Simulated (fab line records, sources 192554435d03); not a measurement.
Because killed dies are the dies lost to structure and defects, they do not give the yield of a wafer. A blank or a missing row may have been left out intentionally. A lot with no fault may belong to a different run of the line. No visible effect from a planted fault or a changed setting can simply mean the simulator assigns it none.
Chamber matching || flow n5Finfet || N5_FIN_SAQP_HM_DEP_72 on pecvd-02 has 3 sister chambers
The step deposits SiO2 from SiH4/N2O, target thk 12 nm, time 7.2 s. 18 wafers are shown with their chamber, then 9 later ones without.

## WAFERS, EACH WITH ITS CHAMBER
{"wafer": "L075.1", "chamber": 0, "showerheadPlenumPTorr (Torr)": 8.21, "heaterPowerW (W)": 831}
{"wafer": "L075.3", "chamber": 0, "showerheadPlenumPTorr (Torr)": 8.21, "heaterPowerW (W)": 793}
{"wafer": "L075.6", "chamber": 1, "showerheadPlenumPTorr (Torr)": 8.02, "heaterPowerW (W)": 703}
{"wafer": "L076.1", "chamber": 0, "showerheadPlenumPTorr (Torr)": 8.21, "heaterPowerW (W)": 748}
{"wafer": "L076.2", "chamber": 1, "showerheadPlenumPTorr (Torr)": 8.05, "heaterPowerW (W)": 665}
{"wafer": "L076.3", "chamber": 0, "showerheadPlenumPTorr (Torr)": 8.20, "heaterPowerW (W)": 746}
{"wafer": "L077.2", "chamber": 1, "showerheadPlenumPTorr (Torr)": 8.03, "heaterPowerW (W)": 606}
{"wafer": "L077.3", "chamber": 0, "showerheadPlenumPTorr (Torr)": 8.23, "heaterPowerW (W)": 822}
{"wafer": "L077.6", "chamber": 0, "showerheadPlenumPTorr (Torr)": 8.22, "heaterPowerW (W)": 837}
{"wafer": "L078.2", "chamber": 0, "showerheadPlenumPTorr (Torr)": 8.26, "heaterPowerW (W)": 801}
{"wafer": "L078.3", "chamber": 1, "showerheadPlenumPTorr (Torr)": 8.04, "heaterPowerW (W)": 662}
{"wafer": "L078.5", "chamber": 0, "showerheadPlenumPTorr (Torr)": 8.22, "heaterPowerW (W)": 811}
{"wafer": "L086.1", "chamber": 1, "showerheadPlenumPTorr (Torr)": 8.01, "heaterPowerW (W)": 619}
{"wafer": "L086.3", "chamber": 0, "showerheadPlenumPTorr (Torr)": 8.22, "heaterPowerW (W)": 830}
{"wafer": "L086.4", "chamber": 0, "showerheadPlenumPTorr (Torr)": 8.22, "heaterPowerW (W)": 821}
{"wafer": "L092.1", "chamber": 2, "showerheadPlenumPTorr (Torr)": 8.10, "heaterPowerW (W)": 793}
{"wafer": "L092.2", "chamber": 1, "showerheadPlenumPTorr (Torr)": 8.07, "heaterPowerW (W)": 705}
{"wafer": "L092.6", "chamber": 1, "showerheadPlenumPTorr (Torr)": 8.05, "heaterPowerW (W)": 683}

SIGNATURES (averages over the wafers above)
{"reading": "showerheadPlenumPTorr", "chamber 0": 8.2200, "chamber 1": 8.0386, "chamber 2": 8.1000, "scatter within a chamber": 0.018}
{"reading": "heaterPowerW", "chamber 0": 804.00, "chamber 1": 663.29, "chamber 2": 793.00, "scatter within a chamber": 35.3}
Rule: distance of a wafer from a chamber = root of the sum over the readings of ((wafer's reading minus chamber's mean) / reading's scatter) squared. The wafer belongs to the nearest chamber; if the next one is less than 2 further off, it can't be placed. The scatter: take each reading less its chamber's mean, square it, sum over the shown wafers, divide by the number of wafers less the number of chambers, and take the root.

## WAFERS WITH NO CHAMBER GIVEN
{"wafer": "L094.1", "showerheadPlenumPTorr (Torr)": 8.21, "heaterPowerW (W)": 882}
{"wafer": "L094.5", "showerheadPlenumPTorr (Torr)": 8.12, "heaterPowerW (W)": 769}
{"wafer": "L094.6", "showerheadPlenumPTorr (Torr)": 8.03, "heaterPowerW (W)": 655}
{"wafer": "L096.1", "showerheadPlenumPTorr (Torr)": 8.24, "heaterPowerW (W)": 899}
{"wafer": "L096.2", "showerheadPlenumPTorr (Torr)": 8.05, "heaterPowerW (W)": 705}
{"wafer": "L096.5", "showerheadPlenumPTorr (Torr)": 8.01, "heaterPowerW (W)": 686}
{"wafer": "L097.2", "showerheadPlenumPTorr (Torr)": 8.05, "heaterPowerW (W)": 705}
{"wafer": "L097.3", "showerheadPlenumPTorr (Torr)": 8.21, "heaterPowerW (W)": 850}
{"wafer": "L097.6", "showerheadPlenumPTorr (Torr)": 8.03, "heaterPowerW (W)": 691}

## EACH ONE'S CHAMBER
{"wafer": "L094.1", "from the rows above": 0, "in truth": 0}
{"wafer": "L094.5", "from the rows above": 2, "in truth": 2}
{"wafer": "L094.6", "from the rows above": 1, "in truth": 1}
{"wafer": "L096.1", "from the rows above": 0, "in truth": 0}
{"wafer": "L096.2", "from the rows above": 1, "in truth": 1}
{"wafer": "L096.5", "from the rows above": 1, "in truth": 1}
{"wafer": "L097.2", "from the rows above": 1, "in truth": 1}
{"wafer": "L097.3", "from the rows above": 0, "in truth": 0}
{"wafer": "L097.6", "from the rows above": 1, "in truth": 1}
Correctly placed: 9 of 9. Can't be placed from these rows: 0. Number placed wrongly: 0.
